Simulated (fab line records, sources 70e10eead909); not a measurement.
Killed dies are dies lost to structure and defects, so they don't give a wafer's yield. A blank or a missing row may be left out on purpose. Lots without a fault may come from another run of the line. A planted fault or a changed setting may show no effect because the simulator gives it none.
A struck lot beside a sound one | flow nand_harc | 41 steps out of a route of 1302
Sound: wafers L627.2, L627.3, L627.6. Struck: wafer L620.4. (L620.5 of the same lot was not struck and is left out.) The cause comes at the end.
At each step with rows: each side's tool, then ch and its chambers, then its first start. Under that, the readings that differ: sound wafers | struck wafers | difference of the means | sigmas: that difference in standard deviations of wafers without a fault.
alike: readings whose means differ by less than 2 such deviations, and words and numbers that are the same on both sides. not compared: withheld readings, readings that some wafer has no value for, bounds like >300 that may hide the same value, and numbers for which the record gives no deviation and whose values overlap.
The two part at a step that has a row with sigmas, a row that says differs or no value, or rows on one side only. Numbers that don't overlap but have no deviation are shown without sigmas and don't part them. A reading that every wafer of one side lacks parts them only if that side has two wafers or more.

NHARC_P_GATE_STRIP_101: strips in O2, time 20 s.
  sound on rie_diel-09 ch 1,3, day 12 18:58; struck on rie_diel-10 ch 3, day 9 23:41
  alike: drypump_motor_current_A, oes_product_au, rf_vpp_V, showerhead_plenum_p_Torr, throttle_valve_pct
  not compared: rf_hours_counter_h
then, 11 steps without rows for these wafers: NHARC_P_GATE_PRECLEAN_97 (cleans in SPM, time 600 s); NHARC_P_GATE_SRD_98; NHARC_P_GATE_PRECLEAN_99 (cleans in SC1); NHARC_P_GATE_SRD_100; NHARC_P_GATE_DEHYDRATE_38 (time 120 s); NHARC_P_GATE_HMDS_39 (time 30 s); NHARC_P_GATE_COAT_40; NHARC_P_GATE_SOFTBAKE_41 (time 95 s); NHARC_P_GATE_EBR_42; NHARC_P_GATE_EXPOSE_43 (exposes mask P NSD, target cd 720 nm); NHARC_P_GATE_PEB_44 (peb time 85 s).
NHARC_P_GATE_DEVELOP_45: time 70 s.
  sound on litho_track-05 ch 0, day 12 19:00; struck on litho_track-05 ch 0, day 10 00:00
then, 1 step without rows for these wafers: NHARC_P_GATE_HARDBAKE_47 (time 80 s).
NHARC_P_GATE_DESCUM_48: chemistry O2, time 3 s.
  sound on rie_diel-10 ch 0,1, day 12 20:08; struck on rie_diel-01 ch 1, day 10 00:46
  reading                         | sound                | struck | difference | sigmas
  showerhead_plenum_p_Torr (Torr) | 2.02 2.01 2.01       | 1.84   | -0.17      | -2
  throttle_valve_pct (%)          | 11.297 11.316 11.309 | 11.283 | -0.024     | -3
  model.P_GATE.cd_nm (nm)         | 719.2 716.2 719.7    | 121.6  | -596.8     |
  alike: drypump_motor_current_A, oes_product_au, rf_vpp_V
  not compared: rf_hours_counter_h
then, 1 step without rows for these wafers: NHARC_P_GATE_IMPLANT_49.
NHARC_P_GATE_STRIP_111: strips in N2/H2, time 250 s.
  sound on plasma_asher-01 ch 0,1, day 12 20:34; struck on plasma_asher-01 ch 0, day 10 01:14
  alike: drypump_motor_current_A, heater_power_w
  not compared: rf_hours_counter_h
NHARC_P_GATE_STRIP_75: strips in O2.
  sound on plasma_asher-01 ch 0,1, day 12 20:49; struck on plasma_asher-01 ch 0, day 10 01:28
  alike: drypump_motor_current_A, heater_power_w
  not compared: rf_hours_counter_h
then, 10 steps without rows for these wafers: NHARC_P_GATE_STRIP_50 (strips in SPM, time 900 s); NHARC_P_GATE_DEHYDRATE_51 (time 120 s); NHARC_P_GATE_HMDS_52 (time 30 s); NHARC_P_GATE_COAT_53; NHARC_P_GATE_SOFTBAKE_54 (time 95 s); NHARC_P_GATE_EBR_55; NHARC_P_GATE_EXPOSE_56 (exposes mask P PSD, target cd 720 nm); NHARC_P_GATE_PEB_57 (peb time 85 s); NHARC_P_GATE_DEVELOP_58 (time 70 s); NHARC_P_GATE_HARDBAKE_60 (time 80 s).
NHARC_P_GATE_DESCUM_61: chemistry O2, time 3 s.
  sound on rie_diel-09 ch 0,2,3, day 12 21:57; struck on rie_diel-01 ch 3, day 10 02:25
  alike: drypump_motor_current_A, oes_product_au, rf_vpp_V, showerhead_plenum_p_Torr, throttle_valve_pct
  not compared: rf_hours_counter_h
then, 1 step without rows for these wafers: NHARC_P_GATE_IMPLANT_62.
NHARC_P_GATE_STRIP_112: strips in N2/H2, time 200 s.
  sound on plasma_asher-01 ch 0,1, day 12 22:19; struck on plasma_asher-02 ch 0, day 10 02:53
  reading                     | sound       | struck | difference | sigmas
  drypump_motor_current_A (A) | 5.8 5.9 5.9 | 4.9    | -1.0       | -2
  alike: heater_power_w
  not compared: rf_hours_counter_h
then, 9 steps without rows for these wafers: NHARC_P_GATE_STRIP_76 (strips in O2); NHARC_P_GATE_STRIP_63 (strips in SPM, time 900 s); NHARC_P_GATE_DEHYDRATE_83 (time 120 s); NHARC_P_GATE_HMDS_84 (time 30 s); NHARC_P_GATE_COAT_85; NHARC_P_GATE_SOFTBAKE_86 (time 95 s); NHARC_P_GATE_EBR_87; NHARC_P_GATE_EXPOSE_88 (exposes mask P HVN, target cd 2000 nm); NHARC_P_GATE_PEB_89 (peb time 85 s).
NHARC_P_GATE_DESCUM_93: chemistry O2, time 3 s.
  sound on rie_diel-10 ch 0,1,2, day 12 23:33; struck on rie_diel-01 ch 2, day 10 04:06
  reading                 | sound          | struck | difference | sigmas
  model.P_GATE.cd_nm (nm) | 2000 1998 2003 | 121.6  | -1878.7    |
  alike: drypump_motor_current_A, oes_product_au, rf_vpp_V, showerhead_plenum_p_Torr, throttle_valve_pct
  not compared: rf_hours_counter_h

WHERE THEY PART
First at NHARC_P_GATE_DESCUM_48; last, within this record, at NHARC_P_GATE_STRIP_112. Later steps at which nothing parts them and some readings are alike: NHARC_P_GATE_DESCUM_93.

WHY: what the simulator had put in
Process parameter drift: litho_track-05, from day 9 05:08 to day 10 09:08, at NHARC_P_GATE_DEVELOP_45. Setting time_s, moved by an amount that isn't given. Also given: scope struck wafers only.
